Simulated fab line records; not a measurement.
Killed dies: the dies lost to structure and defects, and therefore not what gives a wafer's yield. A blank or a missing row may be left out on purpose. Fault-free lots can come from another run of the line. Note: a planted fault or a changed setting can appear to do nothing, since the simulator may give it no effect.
fab line records ; flow n5_finfet
record lots=7; wafers=21
route steps=1938 shown BEOL_M5@1145 BEOL_M6@1239 BEOL_M8@1335
start_h: start of the lot's first displayed wafer, in hours after the record's first day ; wait_h: hours elapsed since this lot's preceding step ; " the same as in the row above ; L1.1+2: a row that stands for several wafers ; - either no value or no given start ; * or withheld: withheld ; < > ~ a bound
route shown NAME@n: names a module that has steps shown in the file, with the first one's number in the route ; usual: mean/standard deviation taken from wafers without a fault ; same: alike in all rows ; chamber/n: place in a boat ; sites: the reading at each site ; _std_site: the standard deviation of these ; _edge_site: inner sites' mean taken away from outer sites' mean ; radius_mm: how far each site lies from the wafer's centre ; mask NAME#n: copy n ; behind: the last tool/chamber to shape the wafer ; hold: why the lot went on hold/how many hours it stayed there/how the hold came to an end ; device: whichever transistor did not switch (one of n, p or np) ; end of line: at the end of the route, the tests of the same wafers ; a step without rows: its recipe alone ; killed: not the wafer's yield, but the dies lost to structure and defects at the first sort ; map: shows each die of a wafer: x if killed, . if not, _ if none is there
set.NAME: setting as actually run; set.NAME@STEP: the setting as run at that earlier step ; model.NAME: the simulator's own value behind a step, which no gauge read
lots with deliberately changed settings; one table per step, one row per wafer
## steps
# step N5_BEOL_M5_EXPOSE_25
# recipe mask_id=V4; na=0.33; source_shape=quasar; sigma_inner=0.2; sigma_outer=0.6; polarization=unpolarized; defocus_nm=10; dose_mj=52.75
lot.wafer;tool;chamber;start_h;wait_h;mask;set.dose_mj
L074.1+3+6;euv_scanner-02;0;172.90;-;V4#0;52.75
L076.2+4;euv_scanner-02;0;175.05;-;V4#0;50.04
L076.3;euv_scanner-02;0;175.05;-;V4#0;52.75
L078.4+5+6;euv_scanner-01;0;190.68;-;V4#0;52.75
L082.2+4+6;euv_scanner-02;0;216.34;-;V4#0;52.75
L084.2+4+6;euv_scanner-01;0;221.83;-;V4#0;52.75
L085.3+4+5;euv_scanner-02;0;232.92;-;V4#0;52.75
L093.1+4;euv_scanner-02;0;280.73;-;V4#0;51.39
L093.6;euv_scanner-02;0;280.73;-;V4#0;52.75
# step N5_BEOL_M5_PEB_26
# recipe peb_temp_c=100; peb_time_s=60; resist=CAR-EUV
# step N5_BEOL_M5_DEVELOP_27
# recipe develop_time_s=30; developer=TMAH; resist=CAR-EUV; rinse_liquid=surfactant_rinse; dry=air_spin; dev_temp_c=23
# step N5_BEOL_M5_DESCUM_33
# recipe chemistry=O2; time_s=7; source_power_w=50; bias_power_w=20; pressure_mtorr=20; rf_frequency_hz=2.712e+07; temp_c=40; resist=CAR-EUV; o2_flow_sccm=225
# step N5_BEOL_M5_ETCH_75
# recipe chemistry=N2/H2; target=underlayer; target_depth_a=65; mask_material=CAR-EUV; time_s=5.2; ion_energy_ev=200; pressure_mtorr=30; source_w=840; bias_w=150; n2_flow_sccm=200; h2_flow_sccm=200; ends=cleared
# step N5_BEOL_M5_ETCH_67
# recipe chemistry=CF4; target=SiARC; target_depth_a=156; mask_material=CAR-EUV; time_s=26; ion_energy_ev=80; pressure_mtorr=40; source_w=545; bias_w=36; Ar_flow_sccm=100; cf4_flow_sccm=100; ends=cleared
lot.wafer;tool;chamber;start_h;wait_h;set.spin_rpm@BEOL_M5_COAT_66;model.etch.depth_nm
L074.1;rie_diel-06;1;173.30;0.0;1500;12.01
L074.3;rie_diel-06;3;173.30;0.0;1500;12
L074.6;rie_diel-06;0;173.30;0.0;1447;12.19
L076.2;rie_diel-06;2;175.36;0.0;1500;11.99
L076.3;rie_diel-06;0;175.36;0.0;1500;12.01
L076.4;rie_diel-06;1;175.36;0.0;1500;11.97
L078.4;rie_diel-03;1;191.24;0.0;1500;12.03
L078.5;rie_diel-03;2;191.24;0.0;1500;11.99
L078.6;rie_diel-03;3;191.24;0.0;1440;12.22
L082.2;rie_diel-03;3;216.64;0.0;1500;12.05
L082.4;rie_diel-03;0;216.64;0.0;1373;12.62
L082.6;rie_diel-03;0;216.64;0.0;1373;12.57
L084.2;rie_diel-03;0;222.13;0.0;1500;11.97
L084.4;rie_diel-03;1;222.13;0.0;1500;11.99
L084.6;rie_diel-03;0;222.13;0.0;1500;11.98
L085.3;rie_diel-03;0;233.69;0.0;1657;11.46
L085.4;rie_diel-03;0;233.69;0.0;1500;12.07
L085.5;rie_diel-03;3;233.69;0.0;1500;12.05
L093.1+6;rie_diel-01;0;281.25;0.0;1500;11.96
L093.4;rie_diel-01;1;281.25;0.0;1500;11.98
# step N5_BEOL_M6_TRENCH_ETCH_37
# recipe chemistry=C4F6/O2; target_depth_a=944.35; target=SiCOH_lowk; time_s=31.5; ion_energy_ev=250; pressure_mtorr=30; source_w=345; bias_w=185; Ar_flow_sccm=300; C4F6_flow_sccm=10; O2_flow_sccm=10
# usual rf_vpp_V=670/13
lot.wafer;tool;chamber;start_h;wait_h;set.bias_w;rf_vpp_V
L074.1;rie_diel-02;1;-;-;206.1;725
L074.3;rie_diel-02;3;-;-;185;690
L074.6;rie_diel-02;0;-;-;206.1;748
L076.2;rie_diel-05;1;-;-;185;664
L076.3;rie_diel-05;0;-;-;207.8;724
L076.4;rie_diel-05;3;-;-;207.8;733
L078.4;rie_diel-05;2;-;-;185;655
L078.5;rie_diel-05;1;-;-;185;665
L078.6;rie_diel-05;2;-;-;185;656
L082.2;rie_diel-02;2;-;-;185;647
L082.4;rie_diel-02;0;-;-;185;686
L082.6;rie_diel-02;2;-;-;214.2;726
L084.2;rie_diel-02;1;-;-;185;665
L084.4;rie_diel-02;3;-;-;185;690
L084.6;rie_diel-02;0;-;-;185;685
L085.3;rie_diel-04;2;-;-;185;668
L085.4;rie_diel-04;0;-;-;185;688
L085.5;rie_diel-04;1;-;-;163.8;612
L093.1;rie_diel-04;1;-;-;185;675
L093.4;rie_diel-04;2;-;-;208.1;734
L093.6;rie_diel-04;0;-;-;208.1;755
# step N5_BEOL_M6_ETCH_41
# recipe chemistry=CH3F/O2; target=SiCN; target_depth_a=297; taper_deg=2; time_s=52; ion_energy_ev=120; mask_material=TiN; pressure_mtorr=30; source_w=395; bias_w=75; Ar_flow_sccm=150; CH3F_flow_sccm=30; O2_flow_sccm=20
# step N5_BEOL_M6_STRIP_80
# recipe chemistry=N2/H2; time_s=10; power_w=450; temp_c=40; pressure_mtorr=20; rf_frequency_hz=6e+07; bias_power_w=7; n2_flow_sccm=200; h2_flow_sccm=200
# step N5_BEOL_M6_ANNEAL_51
# recipe temp_c=225; time_s=90; ambient=N2
# step N5_BEOL_M6_CMP_52
# recipe stop_on=SiCOH_lowk; t_overpolish_s=6.9; down_force_psi=1; platen_rpm=50; clearing_platen_down_force_psi=1.5; clearing_platen_rpm=50; post_cmp_clean=cu_alkaline; target_thk_nm=80; clearing_platen_pad_velocity_m_s=0.99484; pad_velocity_m_s=0.99484
# step N5_BEOL_M6_THK_MEAS_53
# recipe thk_meas_gauge=xrf; reads=Cu_of_BEOL_M6_ECD_50
# usual M6_THK=81.8/2.1
lot.wafer;tool;chamber;start_h;wait_h;set.bias_w@BEOL_M6_TRENCH_ETCH_37;M6_THK[nm]
L074.1;film_metro-01;-;188.71;-;206.1;83.8
L074.3;film_metro-01;-;188.71;-;185;80.9
L074.6;film_metro-01;-;188.71;-;206.1;82.1
L076.2;film_metro-02;-;191.11;-;185;83.2
L076.3;film_metro-02;-;191.11;-;207.8;86.7
L076.4;film_metro-02;-;191.11;-;207.8;85.5
L078.4;film_metro-01;-;206.36;-;185;79.6
L078.5;film_metro-01;-;206.36;-;185;83.8
L078.6;film_metro-01;-;206.36;-;185;81.5
L082.2;film_metro-01;-;234.76;-;185;78.3
L082.4;film_metro-01;-;234.76;-;185;79.6
L082.6;film_metro-01;-;234.76;-;214.2;84.0
L084.2;film_metro-01;-;244.12;-;185;79.4
L084.4;film_metro-01;-;244.12;-;185;79.7
L084.6;film_metro-01;-;244.12;-;185;77.6
L085.3;film_metro-01;-;247.43;-;185;80.6
L085.4;film_metro-01;-;247.43;-;185;82.1
L085.5;film_metro-01;-;247.43;-;163.8;77.2
L093.1;film_metro-02;-;299.74;-;185;83.8
L093.4;film_metro-02;-;299.74;-;208.1;87.3
L093.6;film_metro-02;-;299.74;-;208.1;87.9
# step N5_BEOL_M8_PECVD_70
# recipe material=SiO2; target_thk_a=200; temp_c=400; precursor=TEOS/O2; pressure_torr=5.5; rf_w=450; teos_flow_sccm=53.8; gas=O2; flow_sccm=3000; time_s=22.7
lot.wafer;tool;chamber;start_h;wait_h;set.temp_c;model.SiO2_of_BEOL_M8_PECVD_70.thk_nm
L074.1;pecvd-01;1;198.27;0.0;400;20
L074.3;pecvd-01;0;198.27;0.0;388.3;20.8
L074.6;pecvd-01;1;198.27;0.0;400;20.4
L076.2;pecvd-01;0;205.62;0.0;400;19.6
L076.3;pecvd-01;2;205.62;0.0;400;20
L076.4;pecvd-01;1;205.62;0.0;400;20.4
L078.4+6;pecvd-01;2,1;215.67;0.1;400;20.4
L078.5;pecvd-01;0;215.67;0.1;400;20.2
L082.2+6;pecvd-01;2,0;244.97;0.0;382.8;21.8
L082.4;pecvd-01;2;244.97;0.0;400;19.8
L084.2+6;pecvd-03;0,1;254.37;0.0;400;19.8
L084.4;pecvd-03;2;254.37;0.0;400;20
L085.3;pecvd-01;0;256.74;0.1;400;19.6
L085.4;pecvd-01;2;256.74;0.1;394.1;20.8
L085.5;pecvd-01;0;256.74;0.1;394.1;20.6
L093.1;pecvd-03;1;307.59;0.0;400;19.4
L093.4;pecvd-03;2;307.59;0.0;400;19.6
L093.6;pecvd-03;0;307.59;0.0;400;20
# step N5_BEOL_M8_COAT_59
# recipe resist=SOC; temp_c=250; time_s=60; spin_rpm=1500; resist_thk_nm=100
lot.wafer;tool;chamber;start_h;wait_h;set.spin_rpm;model.SOC_of_BEOL_M8_COAT_59.thk_nm
L074.1;litho_track-01;0;200.52;0.1;1642;95.8
L074.3;litho_track-01;0;200.52;0.1;1500;100.4
L074.6;litho_track-01;0;200.52;0.1;1500;100.8
L076.2;litho_track-05;0;207.53;0.1;1666;95.2
L076.3;litho_track-05;0;207.53;0.1;1500;100
L076.4;litho_track-05;0;207.53;0.1;1666;95
L078.4;litho_track-04;0;217.44;0.1;1500;100.2
L078.5+6;litho_track-04;0;217.44;0.1;1500;100.4
L082.2;litho_track-05;0;245.96;0.1;1500;100.2
L082.4;litho_track-05;0;245.96;0.1;1416;103.2
L082.6;litho_track-05;0;245.96;0.1;1500;100
L084.2;litho_track-04;0;254.66;0.1;1500;100.2
L084.4+6;litho_track-04;0;254.66;0.1;1500;100.4
L085.3+5;litho_track-05;0;259.35;0.1;1500;100.2
L085.4;litho_track-05;0;259.35;0.1;1424;102.6
L093.1;litho_track-04;0;309.23;0.1;1642;95.4
L093.4;litho_track-04;0;309.23;0.1;1500;100
L093.6;litho_track-04;0;309.23;0.1;1642;95.6
# step N5_BEOL_M8_COAT_60
# recipe resist=SiARC; temp_c=220; time_s=60; spin_rpm=1500; resist_thk_nm=35
# step N5_BEOL_M8_COAT_05
# recipe resist=CAR-ArF; spin_rpm=1500; resist_thk_nm=90
# step N5_BEOL_M8_DESCUM_16
# recipe chemistry=O2; time_s=7.9; source_power_w=50; bias_power_w=20; pressure_mtorr=20; rf_frequency_hz=2.712e+07; temp_c=40; resist=CAR-ArF; o2_flow_sccm=225
# step N5_BEOL_M8_ETCH_61
# recipe chemistry=CF4; target=SiARC; target_depth_a=455; mask_material=CAR-ArF; time_s=75.8; ion_energy_ev=80; pressure_mtorr=40; source_w=545; bias_w=36; Ar_flow_sccm=100; cf4_flow_sccm=100; ends=cleared
# step N5_BEOL_M8_ETCH_62
# recipe chemistry=N2/H2; target=SOC; target_depth_a=1100; overetch_a=220; mask_material=SiARC; temp_c=40; time_s=165; ion_energy_ev=200; pressure_mtorr=30; source_w=840; bias_w=150; n2_flow_sccm=200; h2_flow_sccm=200
lot.wafer;tool;chamber;start_h;wait_h;set.spin_rpm@BEOL_M8_COAT_59;model.etch.depth_nm
L074.1;rie_diel-02;2;200.97;0.0;1642;95.8
L074.3;rie_diel-02;3;200.97;0.0;1500;100.3
L074.6;rie_diel-02;2;200.97;0.0;1500;100.8
L076.2;rie_diel-02;2;208.12;0.0;1666;95.12
L076.3;rie_diel-02;3;208.12;0.0;1500;100
L076.4;rie_diel-02;0;208.12;0.0;1666;95
L078.4;rie_diel-05;0;218.13;0.1;1500;100.2
L078.5+6;rie_diel-05;1,3;218.13;0.1;1500;100.4
L082.2;rie_diel-05;0;246.39;0.0;1500;100.2
L082.4;rie_diel-05;1;246.39;0.0;1416;103.2
L082.6;rie_diel-05;0;246.39;0.0;1500;99.95
L084.2;rie_diel-05;1;255.28;0.0;1500;100.2
L084.4+6;rie_diel-05;2;255.28;0.0;1500;100.4
L085.3+5;rie_diel-05;0,2;260.15;0.0;1500;100.2
L085.4;rie_diel-05;1;260.15;0.0;1424;102.6
L093.1;rie_diel-04;1;309.81;0.0;1642;95.32
L093.4;rie_diel-04;1;309.81;0.0;1500;99.92
L093.6;rie_diel-04;0;309.81;0.0;1642;95.52
# step N5_BEOL_M8_STRIP_68
# recipe chemistry=N2/H2; temp_c=40; n2_flow_sccm=200; h2_flow_sccm=200; rf_frequency_hz=6e+07
# step N5_BEOL_M8_STRIP_67
# recipe chemistry=CF4; resist=SiARC; power_w=300; bias_power_w=75; pressure_mtorr=50; cf4_flow_sccm=150; rf_frequency_hz=6e+07
# step N5_BEOL_M8_HM_OPEN_17
# recipe chemistry=Cl2/BCl3; target_depth_a=200; overetch_a=60; target=TiN; mask_material=SOC; ion_energy_ev=150; pressure_mtorr=10; icp_w=1000; bias_w=126; Cl2_flow_sccm=53.25; bcl3_flow_sccm=21.75; Ar_flow_sccm=25
lot.wafer;tool;chamber;start_h;wait_h;set.spin_rpm@BEOL_M8_COAT_59;model.SOC_of_BEOL_M8_COAT_59.thk_nm
L074.1;rie_metal-01;1;201.16;0.0;1642;87.8
L074.3;rie_metal-01;0;201.16;0.0;1500;92.4
L074.6;rie_metal-01;0;201.16;0.0;1500;93
L076.2+4;rie_metal-03;0,1;208.30;0.0;1666;87.4
L076.3;rie_metal-03;0;208.30;0.0;1500;92.2
L078.4;rie_metal-01;1;218.27;0.1;1500;92.2
L078.5;rie_metal-01;1;218.27;0.1;1500;92.4
L078.6;rie_metal-01;0;218.27;0.1;1500;92.6
L082.2;rie_metal-02;1;246.58;0.0;1500;92.8
L082.4;rie_metal-02;0;246.58;0.0;1416;95.4
L082.6;rie_metal-02;0;246.58;0.0;1500;92.2
L084.2;rie_metal-02;0;255.46;0.0;1500;92.4
L084.4;rie_metal-02;1;255.46;0.0;1500;92.8
L084.6;rie_metal-02;1;255.46;0.0;1500;93
L085.3+5;rie_metal-01;0,1;260.40;0.1;1500;92.2
L085.4;rie_metal-01;1;260.40;0.1;1424;94.6
L093.1;rie_metal-02;0;309.99;0.0;1642;87.6
L093.4;rie_metal-02;0;309.99;0.0;1500;92.2
L093.6;rie_metal-02;0;309.99;0.0;1642;87.8
# step N5_BEOL_M8_ETCH_65
# recipe chemistry=CF4; target=SiARC; target_depth_a=156; mask_material=CAR-EUV; time_s=26; ion_energy_ev=80; pressure_mtorr=40; source_w=545; bias_w=36; Ar_flow_sccm=100; cf4_flow_sccm=100; ends=cleared
# usual etch_rf_on_time_s=25.9/0.4; rf_vpp_V=184.1/1.2
lot.wafer;tool;chamber;start_h;wait_h;set.source_w;etch_rf_on_time_s;rf_vpp_V
L074.1;rie_diel-02;2;203.49;0.0;591.4;24.4;180.0
L074.3;rie_diel-02;3;203.49;0.0;591.4;24.3;180.1
L074.6;rie_diel-02;2;203.49;0.0;545;26.1;184.6
L076.2;rie_diel-02;3;210.98;0.0;545;26.3;184.0
L076.3;rie_diel-02;1;210.98;0.0;545;26.4;183.5
L076.4;rie_diel-02;2;210.98;0.0;545;26.1;184.4
L078.4;rie_diel-02;1;222.27;0.0;545;26.0;183.5
L078.5;rie_diel-02;1;222.27;0.0;641.8;22.5;175.5
L078.6;rie_diel-02;0;222.27;0.0;641.8;22.7;173.2
L082.2;rie_diel-04;0;248.88;0.0;545;25.8;183.9
L082.4;rie_diel-04;2;248.88;0.0;509.8;26.4;188.1
L082.6;rie_diel-04;0;248.88;0.0;545;26.1;184.8
L084.2;rie_diel-05;1;260.46;0.0;545;25.6;181.7
L084.4;rie_diel-05;3;260.46;0.0;545;26.1;185.6
L084.6;rie_diel-05;2;260.46;0.0;545;25.7;184.7
L085.3;rie_diel-02;2;261.36;0.0;605.7;23.9;178.1
L085.4;rie_diel-02;0;261.36;0.0;605.7;24.2;175.4
L085.5;rie_diel-02;0;261.36;0.0;605.7;24.1;175.6
L093.1;rie_diel-04;0;313.84;0.0;545;26.3;184.1
L093.4;rie_diel-04;3;313.84;0.0;545;26.3;184.7
L093.6;rie_diel-04;3;313.84;0.0;545;26.3;183.5
# step N5_BEOL_M8_TRENCH_ETCH_37
# recipe chemistry=C4F6/O2; target_depth_a=934.78; target=SiCOH_lowk; time_s=31.2; ion_energy_ev=250; pressure_mtorr=30; source_w=345; bias_w=185; Ar_flow_sccm=300; C4F6_flow_sccm=10; O2_flow_sccm=10
lot.wafer;tool;chamber;start_h;wait_h;set.time_s;model.etch.depth_nm;model.BEOL_M8.feature_depth_nm
L074.1;rie_diel-02;2;-;-;31.2;91.33;91.4
L074.3;rie_diel-02;3;-;-;31.2;93.41;93.4
L074.6;rie_diel-02;2;-;-;31.2;91.1;91
L076.2;rie_diel-02;3;-;-;31.2;94.45;94.4
L076.3;rie_diel-02;1;-;-;31.2;93.03;93
L076.4;rie_diel-02;2;-;-;31.2;92.32;92.4
L078.4;rie_diel-02;1;-;-;35.7;106.2;106.2
L078.5;rie_diel-02;1;-;-;35.7;104.7;104.8
L078.6;rie_diel-02;0;-;-;31.2;91.17;91.2
L082.2;rie_diel-04;0;-;-;31.2;95.3;95.4
L082.4;rie_diel-04;2;-;-;31.2;95.62;95.6
L082.6;rie_diel-04;0;-;-;31.2;94.61;94.6
L084.2;rie_diel-05;1;-;-;31.2;94.85;94.8
L084.4;rie_diel-05;3;-;-;31.2;94.34;94.4
L084.6;rie_diel-05;2;-;-;31.2;95.39;95.4
L085.3;rie_diel-02;2;-;-;31.2;91.8;91.8
L085.4;rie_diel-02;0;-;-;31.2;91.6;91.6
L085.5;rie_diel-02;0;-;-;37.82;110.3;110.4
L093.1;rie_diel-04;0;-;-;31.2;94.64;94.6
L093.4;rie_diel-04;3;-;-;37.24;110.4;110.4
L093.6;rie_diel-04;3;-;-;31.2;93.5;93.4
# step N5_BEOL_M8_ETCH_41
# recipe chemistry=CH3F/O2; target=SiCN; target_depth_a=319; taper_deg=2; time_s=57.8; ion_energy_ev=120; mask_material=TiN; pressure_mtorr=30; source_w=395; bias_w=75; Ar_flow_sccm=150; CH3F_flow_sccm=30; O2_flow_sccm=20
# step N5_BEOL_M8_STRIP_80
# recipe chemistry=N2/H2; time_s=10; power_w=450; temp_c=40; pressure_mtorr=20; rf_frequency_hz=6e+07; bias_power_w=7; n2_flow_sccm=200; h2_flow_sccm=200
# step N5_BEOL_M8_OCD_MEAS_38
# usual trench_depth_nm=93.9/1.4
lot.wafer;tool;chamber;start_h;wait_h;set.time_s@BEOL_M8_TRENCH_ETCH_37;trench_depth_nm
L074.1;ocd-01;-;203.87;-;31.2;91.6
L074.3;ocd-01;-;203.87;-;31.2;93.1
L074.6;ocd-01;-;203.87;-;31.2;91.2
L076.2;ocd-01;-;211.36;-;31.2;94.6
L076.3;ocd-01;-;211.36;-;31.2;93.3
L076.4;ocd-01;-;211.36;-;31.2;92.0
L078.4;ocd-01;-;222.65;-;35.7;106.0
L078.5;ocd-01;-;222.65;-;35.7;104.9
L078.6;ocd-01;-;222.65;-;31.2;91.3
L082.2;ocd-01;-;249.26;-;31.2;95.3
L082.4;ocd-01;-;249.26;-;31.2;95.4
L082.6;ocd-01;-;249.26;-;31.2;94.9
L084.2;ocd-01;-;260.84;-;31.2;94.8
L084.4;ocd-01;-;260.84;-;31.2;94.5
L084.6;ocd-01;-;260.84;-;31.2;95.3
L085.3;ocd-02;-;261.74;-;31.2;92.0
L085.4;ocd-02;-;261.74;-;31.2;91.8
L085.5;ocd-02;-;261.74;-;37.82;110.4
L093.1;ocd-01;-;314.22;-;31.2;94.2
L093.4;ocd-01;-;314.22;-;37.24;110.1
L093.6;ocd-01;-;314.22;-;31.2;92.9
# step N5_BEOL_M8_HM_STRIP_39
# recipe chemistry=peroxide_tin_strip; material=TiN; target_depth_a=250; temp_c=50; time_s=158
# step N5_BEOL_M8_SRD_40
# recipe time_s=30; temp_c=23; rinse_liquid=diw; dry=ipa_marangoni
# step N5_BEOL_M8_ECD_50
# recipe material=Cu; target_thk_a=3000
# step N5_BEOL_M8_ANNEAL_51
# recipe temp_c=225; time_s=90; ambient=N2
# step N5_BEOL_M8_CMP_52
# recipe stop_on=SiCOH_lowk; t_overpolish_s=6.9; down_force_psi=1; platen_rpm=50; clearing_platen_down_force_psi=1.5; clearing_platen_rpm=50; post_cmp_clean=cu_alkaline; target_thk_nm=80; clearing_platen_pad_velocity_m_s=0.99484; pad_velocity_m_s=0.99484
lot.wafer;tool;chamber;start_h;wait_h;set.time_s@BEOL_M8_TRENCH_ETCH_37;model.Cu_of_BEOL_M8_ECD_50.thk_nm
L074.3;cmp-02;2;205.63;0.2;31.2;78.8
L074.1;cmp-02;3;205.63;0.2;31.2;78.6
L074.6;cmp-02;1;205.63;0.2;31.2;76.4
L076.2;cmp-01;0;213.26;0.2;31.2;78.6
L076.4;cmp-01;2;213.26;0.2;31.2;76.8
L076.3;cmp-01;3;213.26;0.2;31.2;78.8
L078.4;cmp-02;1;225.24;0.2;35.7;92.8
L078.5;cmp-02;0;225.24;0.2;35.7;90.8
L078.6;cmp-02;1;225.24;0.2;31.2;77.6
L082.2+4;cmp-03;2,3;252.78;0.3;31.2;79.8
L082.6;cmp-03;1;252.78;0.3;31.2;80.2
L084.4;cmp-01;3;264.73;0.3;31.2;80.2
L084.2;cmp-01;0;264.73;0.3;31.2;80.6
L084.6;cmp-01;3;264.73;0.3;31.2;81.4
L085.3;cmp-01;3;265.48;0.2;31.2;76.8
L085.4;cmp-01;1;265.48;0.2;31.2;78.6
L085.5;cmp-01;2;265.48;0.2;37.82;94.6
L093.4;cmp-03;2;317.19;0.1;37.24;96.2
L093.1+6;cmp-03;3;317.19;0.1;31.2;80.4
# step N5_BEOL_M8_THK_MEAS_53
# recipe thk_meas_gauge=xrf; reads=Cu_of_BEOL_M8_ECD_50
# usual M8_THK=80.9/1.9
lot.wafer;tool;chamber;start_h;wait_h;set.time_s@BEOL_M8_TRENCH_ETCH_37;M8_THK[nm]
L074.1;film_metro-02;-;205.89;-;31.2;79.3
L074.3;film_metro-02;-;205.89;-;31.2;80.1
L074.6;film_metro-02;-;205.89;-;31.2;77.5
L076.2;film_metro-01;-;213.55;-;31.2;80.0
L076.3;film_metro-01;-;213.55;-;31.2;80.0
L076.4;film_metro-01;-;213.55;-;31.2;77.8
L078.4;film_metro-02;-;225.50;-;35.7;93.7
L078.5;film_metro-02;-;225.50;-;35.7;92.0
L078.6;film_metro-02;-;225.50;-;31.2;78.4
L082.2;film_metro-02;-;253.00;-;31.2;80.5
L082.4;film_metro-02;-;253.00;-;31.2;80.5
L082.6;film_metro-02;-;253.00;-;31.2;80.9
L084.2;film_metro-01;-;264.99;-;31.2;81.5
L084.4;film_metro-01;-;264.99;-;31.2;80.5
L084.6;film_metro-01;-;264.99;-;31.2;82.2
L085.3;film_metro-02;-;265.74;-;31.2;77.0
L085.4;film_metro-02;-;265.74;-;31.2;79.1
L085.5;film_metro-02;-;265.74;-;37.82;95.5
L093.1;film_metro-01;-;317.49;-;31.2;82.7
L093.4;film_metro-01;-;317.49;-;37.24;99.0
L093.6;film_metro-01;-;317.49;-;31.2;82.9
# step N5_BEOL_M8_PRE_CLEAN_55
# recipe gas=NH3; time_s=15; temp_c=withheld; rf_power_w=300
# step N5_BEOL_M8_DEP_56
# recipe material=SiCN; target_thk_a=100; temp_c=withheld; precursor=3MS/NH3; pressure_torr=3; rf_w=202; time_s=17.5
# step N5_BEOL_M8_RS_MEAS_57
# recipe thk_meas_gauge=four-point-probe; reads=Cu_of_BEOL_M8_ECD_50+Co_of_BEOL_M8_CVD_78+TaN_of_BEOL_M8_ALD_77
# usual M8_RS=0.287/0.0077
lot.wafer;tool;chamber;start_h;wait_h;set.time_s@BEOL_M8_TRENCH_ETCH_37;M8_RS[ohm/sq]
L074.1;film_metro-01;-;206.02;0.1;31.2;0.293
L074.3;film_metro-01;-;206.02;0.1;31.2;0.292
L074.6;film_metro-01;-;206.02;0.1;31.2;0.302
L076.2;film_metro-02;-;213.68;0.1;31.2;0.291
L076.3;film_metro-02;-;213.68;0.1;31.2;0.291
L076.4;film_metro-02;-;213.68;0.1;31.2;0.300
L078.4;film_metro-01;-;225.63;0.0;35.7;0.241
L078.5;film_metro-01;-;225.63;0.0;35.7;0.247
L078.6;film_metro-01;-;225.63;0.0;31.2;0.297
L082.2;film_metro-02;-;253.13;0.1;31.2;0.287
L082.4;film_metro-02;-;253.13;0.1;31.2;0.287
L082.6;film_metro-02;-;253.13;0.1;31.2;0.285
L084.2;film_metro-01;-;265.12;0.1;31.2;0.284
L084.4;film_metro-01;-;265.12;0.1;31.2;0.285
L084.6;film_metro-01;-;265.12;0.1;31.2;0.280
L085.3;film_metro-02;-;265.87;0.1;31.2;0.300
L085.4;film_metro-02;-;265.87;0.1;31.2;0.292
L085.5;film_metro-02;-;265.87;0.1;37.82;0.236
L093.1;film_metro-02;-;317.62;0.1;31.2;0.284
L093.4;film_metro-02;-;317.62;0.1;37.24;0.231
L093.6;film_metro-02;-;317.62;0.1;31.2;0.284
## key
split step=N5_BEOL_M5_EXPOSE_25; setting=dose_mj; stated=52.75; by=wafer
response none clear
split step=N5_BEOL_M6_TRENCH_ETCH_37; setting=bias_w; stated=185; by=wafer
response step=N5_BEOL_M6_TRENCH_ETCH_37; reading=rf_vpp_V; change=+4.76; per=1%; r=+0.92
response step=N5_BEOL_M6_THK_MEAS_53; reading=M6_THK; change=+0.287; per=1%; r=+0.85
split step=N5_BEOL_M8_PECVD_70; setting=temp_c; stated=400; by=wafer
response step=N5_BEOL_M8_PECVD_70; reading=model.SiO2_of_BEOL_M8_PECVD_70.thk_nm; change=-0.41; per=1%; r=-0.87
split step=N5_BEOL_M8_COAT_59; setting=spin_rpm; stated=1500; by=wafer
response step=N5_BEOL_M8_COAT_59; reading=model.SOC_of_BEOL_M8_COAT_59.thk_nm; change=-0.479; per=1%; r=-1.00
response step=N5_BEOL_M8_ETCH_62; reading=model.etch.depth_nm; change=-0.481; per=1%; r=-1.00
response step=N5_BEOL_M8_HM_OPEN_17; reading=model.SOC_of_BEOL_M8_COAT_59.thk_nm; change=-0.475; per=1%; r=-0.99
split step=N5_BEOL_M8_ETCH_65; setting=source_w; stated=545; by=wafer
response step=N5_BEOL_M8_ETCH_65; reading=etch_rf_on_time_s; change=*; per=1%; r=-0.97
response step=N5_BEOL_M8_ETCH_65; reading=rf_vpp_V; change=-0.524; per=1%; r=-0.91
split step=N5_BEOL_M8_TRENCH_ETCH_37; setting=time_s; stated=31.2; by=wafer
response step=N5_BEOL_M8_TRENCH_ETCH_37; reading=model.etch.depth_nm; change=+0.888; per=1%; r=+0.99
response step=N5_BEOL_M8_TRENCH_ETCH_37; reading=model.BEOL_M8.feature_depth_nm; change=+0.891; per=1%; r=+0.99
response step=N5_BEOL_M8_OCD_MEAS_38; reading=trench_depth_nm; change=+0.888; per=1%; r=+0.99
response step=N5_BEOL_M8_CMP_52; reading=model.Cu_of_BEOL_M8_ECD_50.thk_nm; change=+0.841; per=1%; r=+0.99
response step=N5_BEOL_M8_THK_MEAS_53; reading=M8_THK; change=+0.863; per=1%; r=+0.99
response step=N5_BEOL_M8_RS_MEAS_57; reading=M8_RS; change=-0.00298; per=1%; r=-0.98
split outside_this_file step=N5_BEOL_M5_COAT_66 setting=spin_rpm
# split outside_this_file: this setting was split too, and the file shows its column; the key of that split is in another file
